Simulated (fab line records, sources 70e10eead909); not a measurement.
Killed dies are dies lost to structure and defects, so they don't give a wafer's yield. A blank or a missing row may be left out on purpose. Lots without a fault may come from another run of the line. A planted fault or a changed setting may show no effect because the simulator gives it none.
Which tool did it? | flow nand_harc | 6 lots, 18 wafers sampled, at 6 steps of a route of 1159

WHAT THE GAUGES READ, wafer by wafer
NHARC_END_SORT_01.
lot | measured | on | killed_at_array

WHICH TOOL RAN EACH LOT (tool, then ch and the chambers of the sampled wafers, then the start)
lot  | NHARC_A_CHANNEL_FILL_D1_STRIP_29   | NHARC_A_STAIRCASE_ALD_420        | NHARC_A_STAIRCASE_ETCH_444         | NHARC_A_STAIRCASE_STRIP_446          | NHARC_A_SGD_CUT_DESCUM_14
L285 | rie_diel-03 ch 0,1,3, day 10 20:22 | ald_hk-04 ch 0,1,3, day 12 14:44 | rie_diel-12 ch 0,2,3, day 13 21:14 | plasma_asher-02 ch 0,1, day 13 23:22 | rie_diel-08 ch 1,3, day 14 02:48
L287 | rie_diel-13 ch 0,3, day 11 08:59   | ald_hk-01 ch 0,1, day 13 00:55   | rie_diel-11 ch 1,2, day 14 10:31   | plasma_asher-02 ch 0,1, day 14 13:20 | rie_diel-01 ch 2,3, day 14 16:55
L290 | rie_diel-03 ch 1,2,3, day 12 04:54 | ald_hk-04 ch 0,3, day 14 09:56   | rie_diel-12 ch 0,1, day 15 22:20   | plasma_asher-01 ch 0,1, day 16 00:56 | rie_diel-01 ch 0,3, day 16 04:35
L294 | rie_diel-02 ch 1,2,3, day 13 02:47 | ald_hk-04 ch 1,2, day 15 01:59   | rie_diel-07 ch 0,1,3, day 16 07:52 | plasma_asher-01 ch 0, day 16 09:55   | rie_diel-08 ch 0,1,3, day 16 13:29
L303 | rie_diel-03 ch 0,1,2, day 15 13:58 | ald_hk-02 ch 0,1,2, day 17 09:47 | rie_diel-12 ch 1,2, day 19 06:08   | plasma_asher-02 ch 0,1, day 19 08:32 | rie_diel-08 ch 2,3, day 19 12:02
L307 | rie_diel-03 ch 0,2,3, day 16 20:10 | ald_hk-01 ch 1,2,3, day 18 14:47 | rie_diel-11 ch 0,1,3, day 20 03:33 | plasma_asher-01 ch 0,1, day 20 06:16 | rie_diel-08 ch 0,1,3, day 20 09:52
- NHARC_A_CHANNEL_FILL_D1_STRIP_29: strips in O2, time 20 s.
- NHARC_A_STAIRCASE_ALD_420: deposits SiO2, target thk 20 nm, pulse time 6 s, ald cycles 200.
- NHARC_A_STAIRCASE_ETCH_444: etches the open film in C4F8/O2, target depth 10200 nm, time 3400 s.
- NHARC_A_STAIRCASE_STRIP_446: strips in O2.
- NHARC_A_SGD_CUT_DESCUM_14: chemistry O2, time 3 s.

THE ANSWER, worked out from the rows above alone
Rule: what is usual is taken from the lots themselves. Put in order of their means at a reading, lots are off if they are a third of the lots or fewer, leave a main group of 4 or more, and stand apart from it by a gap of 3 or more times the standard deviation of the main group's means; of several such gaps the widest counts. A main group whose means are all the same, to the digits that the tables above print for the reading, isn't used. A lot without any number at a reading at which 4 lots or more have one is off too. The other lots that the step has rows for count as sound.
No lot is off at any reading shown: from this, nothing can be told.

WHAT THE SIMULATOR HAD PUT IN
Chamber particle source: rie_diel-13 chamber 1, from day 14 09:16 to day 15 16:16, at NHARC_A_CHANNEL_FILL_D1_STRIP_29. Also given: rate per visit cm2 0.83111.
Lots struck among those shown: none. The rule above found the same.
